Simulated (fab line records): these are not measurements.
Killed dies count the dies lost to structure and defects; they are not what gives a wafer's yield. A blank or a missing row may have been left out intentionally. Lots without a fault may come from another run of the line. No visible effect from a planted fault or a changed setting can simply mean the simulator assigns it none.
Matching of chambers	flow n5-finfet	N5_BEOL_M7_STRIP_19 on rie-diel-03: 4 sister chambers
The step strips in O2. 20 wafers are shown with their chamber, then 10 later ones without.

== EACH WAFER AND ITS CHAMBER ==
wafer	chamber	drypump-motor-current-A (A)	showerhead-plenum-p-Torr (Torr)	throttle-valve-pct (%)
L074.2	2	5.9	2.06	16.78
L074.4	0	5.4	2.19	17.11
L074.5	3	5.2	2.00	16.79
L081.1	0	5.4	2.18	17.12
L081.5	0	5.4	2.18	17.15
L081.6	3	5.2	2.00	16.85
L085.1	2	5.9	2.06	16.82
L085.3	0	5.4	2.18	17.16
L085.4	2	5.9	2.06	16.82
L084.1	0	5.4	2.18	17.15
L084.2	3	5.2	1.99	16.83
L084.3	2	5.8	2.05	16.81
L086.1	3	5.2	1.99	16.86
L086.3	2	5.8	2.05	16.84
L086.5	3	5.2	1.99	16.84
L089.1	2	5.9	2.05	16.84
L089.4	0	5.4	2.18	17.17
L089.6	1	5.1	2.05	16.67
L090.1	2	5.9	2.05	16.86
L090.2	0	5.4	2.18	17.18

SIGNATURES (averages over the wafers above)
reading	chamber 0	chamber 1	chamber 2	chamber 3	scatter within a chamber
drypump-motor-current-A	5.400	5.100	5.871	5.200	0.0299
showerhead-plenum-p-Torr	2.1814	2.0500	2.0543	1.9940	0.00486
throttle-valve-pct	17.1486	16.6700	16.8243	16.8340	0.026
Rule: a wafer's distance from a chamber is the root of the sum, over the readings, of the square of ((its reading less the chamber's mean) divided by the reading's scatter). If the next closest chamber is less than 2 further off than the closest, the wafer can't be placed; otherwise it belongs to the closest. The scatter: take each reading less its chamber's mean, square it, sum over the shown wafers, divide by the number of wafers less the number of chambers, and take the root.

== WAFERS WHOSE CHAMBER IS MISSING ==
wafer	drypump-motor-current-A (A)	showerhead-plenum-p-Torr (Torr)	throttle-valve-pct (%)
L090.3	5.2	1.99	16.87
L092.1	5.1	2.04	16.69
L092.4	5.4	2.18	17.20
L092.6	5.2	1.99	16.87
L096.1	5.2	1.99	16.86
L096.2	5.1	2.04	16.67
L096.6	5.2	1.99	16.87
L097.1	5.8	2.05	16.87
L097.3	5.4	2.17	17.18
L097.5	5.2	1.99	16.90

== WHICH CHAMBER EACH ONE RAN IN ==
wafer	from the rows above	in truth
L090.3	3	3
L092.1	1	1
L092.4	0	0
L092.6	3	3
L096.1	3	3
L096.2	1	1
L096.6	3	3
L097.1	2	2
L097.3	0	0
L097.5	3	3
Placed correctly: 10 of 10. Not placeable from these rows: 0. Wrongly placed: 0.
